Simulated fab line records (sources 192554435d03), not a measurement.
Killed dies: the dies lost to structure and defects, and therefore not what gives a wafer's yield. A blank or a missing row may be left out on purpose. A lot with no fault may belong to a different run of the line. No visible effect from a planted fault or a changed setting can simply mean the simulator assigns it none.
Split-lot trial / flow n5 finfet / route with 1938 steps; 7 lots, 21 wafers read

== SPLIT DETAILS ==
At N5_BEOL_M2_COAT_76 (time 60 s, resist thk 5 nm), the setting spin rpm was moved away from the recipe's 1500 rpm on 9 of the 21 wafers read, by -10.3% to +8.1%. All remaining wafers had this setting at the recipe value.

== FROM THE SPLIT TO THE READING: what the file shows between them, 3 steps ==
- N5_BEOL_M2_COAT_22: resist thk 30 nm
- N5_BEOL_M2_EBR_24
- N5_BEOL_M2_DESCUM_33: chemistry O2, time 7 s

== THE READING ==
etch.depth nm (the simulator's own value, which no gauge read), in nm, at N5_BEOL_M2_ETCH_77 (etches underlayer in N2/H2, target depth 6.5 nm, time 5.2 s). The file does not state a usual value for it. The 12 wafers here that ran the recipe average 5.008 nm, standard deviation 0.014 nm.

wafer=L079.1; tool, chamber at the split=litho track-01, 0; spin rpm as run, rpm=1357; against the recipe=-9.5%; etch.depth nm, nm=5.274; against lot-mates on the recipe=+0.267
wafer=L079.3; tool, chamber at the split=litho track-01, 0; spin rpm as run, rpm=1357; against the recipe=-9.5%; etch.depth nm, nm=5.262; against lot-mates on the recipe=+0.255
wafer=L079.4; tool, chamber at the split=litho track-01, 0; spin rpm as run, rpm=1500; against the recipe=recipe; etch.depth nm, nm=5.007; against lot-mates on the recipe=-
wafer=L080.2; tool, chamber at the split=litho track-05, 0; spin rpm as run, rpm=1500; against the recipe=recipe; etch.depth nm, nm=5.004; against lot-mates on the recipe=-
wafer=L080.4; tool, chamber at the split=litho track-05, 0; spin rpm as run, rpm=1500; against the recipe=recipe; etch.depth nm, nm=4.998; against lot-mates on the recipe=-
wafer=L080.5; tool, chamber at the split=litho track-05, 0; spin rpm as run, rpm=1500; against the recipe=recipe; etch.depth nm, nm=4.989; against lot-mates on the recipe=-
wafer=L083.1; tool, chamber at the split=litho track-03, 0; spin rpm as run, rpm=1345; against the recipe=-10.3%; etch.depth nm, nm=5.269; against lot-mates on the recipe=+0.278
wafer=L083.3; tool, chamber at the split=litho track-03, 0; spin rpm as run, rpm=1500; against the recipe=recipe; etch.depth nm, nm=4.991; against lot-mates on the recipe=-
wafer=L083.5; tool, chamber at the split=litho track-03, 0; spin rpm as run, rpm=1345; against the recipe=-10.3%; etch.depth nm, nm=5.265; against lot-mates on the recipe=+0.274
wafer=L082.1; tool, chamber at the split=litho track-03, 0; spin rpm as run, rpm=1622; against the recipe=+8.1%; etch.depth nm, nm=4.824; against lot-mates on the recipe=-0.178
wafer=L082.5; tool, chamber at the split=litho track-03, 0; spin rpm as run, rpm=1500; against the recipe=recipe; etch.depth nm, nm=5.015; against lot-mates on the recipe=-
wafer=L082.6; tool, chamber at the split=litho track-03, 0; spin rpm as run, rpm=1500; against the recipe=recipe; etch.depth nm, nm=4.99; against lot-mates on the recipe=-
wafer=L092.2; tool, chamber at the split=litho track-01, 0; spin rpm as run, rpm=1500; against the recipe=recipe; etch.depth nm, nm=5.02; against lot-mates on the recipe=-
wafer=L092.4; tool, chamber at the split=litho track-01, 0; spin rpm as run, rpm=1367; against the recipe=-8.9%; etch.depth nm, nm=5.267; against lot-mates on the recipe=+0.247
wafer=L092.5; tool, chamber at the split=litho track-01, 0; spin rpm as run, rpm=1367; against the recipe=-8.9%; etch.depth nm, nm=5.268; against lot-mates on the recipe=+0.248
wafer=L094.3; tool, chamber at the split=litho track-05, 0; spin rpm as run, rpm=1559; against the recipe=+3.9%; etch.depth nm, nm=4.913; against lot-mates on the recipe=-0.100
wafer=L094.4; tool, chamber at the split=litho track-05, 0; spin rpm as run, rpm=1559; against the recipe=+3.9%; etch.depth nm, nm=4.935; against lot-mates on the recipe=-0.078
wafer=L094.6; tool, chamber at the split=litho track-05, 0; spin rpm as run, rpm=1500; against the recipe=recipe; etch.depth nm, nm=5.013; against lot-mates on the recipe=-
wafer=L096.1; tool, chamber at the split=litho track-01, 0; spin rpm as run, rpm=1500; against the recipe=recipe; etch.depth nm, nm=5.016; against lot-mates on the recipe=-
wafer=L096.6; tool, chamber at the split=litho track-01, 0; spin rpm as run, rpm=1500; against the recipe=recipe; etch.depth nm, nm=5.016; against lot-mates on the recipe=-
wafer=L096.4; tool, chamber at the split=litho track-01, 0; spin rpm as run, rpm=1500; against the recipe=recipe; etch.depth nm, nm=5.036; against lot-mates on the recipe=-

FIT RESULTS
A straight line over all 21 wafers: etch.depth nm changes by -0.0259 nm for each +1% of spin rpm; r = -0.99; the points scatter about the line by 0.017 nm.
The same after taking each lot's own level away (the mean of its wafers on the recipe; 21 wafers): -0.0261 nm for each +1%; r = -1.00; scatter 0.012 nm.
According to that fit, moving spin rpm by its largest amount changes the reading by 0.27 nm.
The lots' own levels span 4.9910 to 5.0227 nm, that is 2.3 times the standard deviation above.
Hence the lot-to-lot level has little effect on the slope; both slopes agree.
Check: for one of the wafers moved furthest among these (-10.3%), held out of the fit, the line's prediction against its lot-mates is +0.276 nm. It came out at +0.278 nm against them.

== OTHER SPLITS APPLIED TO THESE WAFERS ==
Other splits were also applied to these wafers ahead of the reading. Each is held against what the fit with the lots' levels taken away leaves over:
other split on the same wafers=N5_BEOL_M1_EXPOSE_08 dose mj; wafers away from the commonest value=8; r with etch.depth nm (lot level and that fit taken away)=+0.01
other split on the same wafers=N5_BEOL_M1_ETCH_64 source w; wafers away from the commonest value=9; r with etch.depth nm (lot level and that fit taken away)=+0.06

== FILE'S OWN FIT ==
etch.depth nm changes by -0.0261 nm for each +1% of spin rpm, r = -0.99.
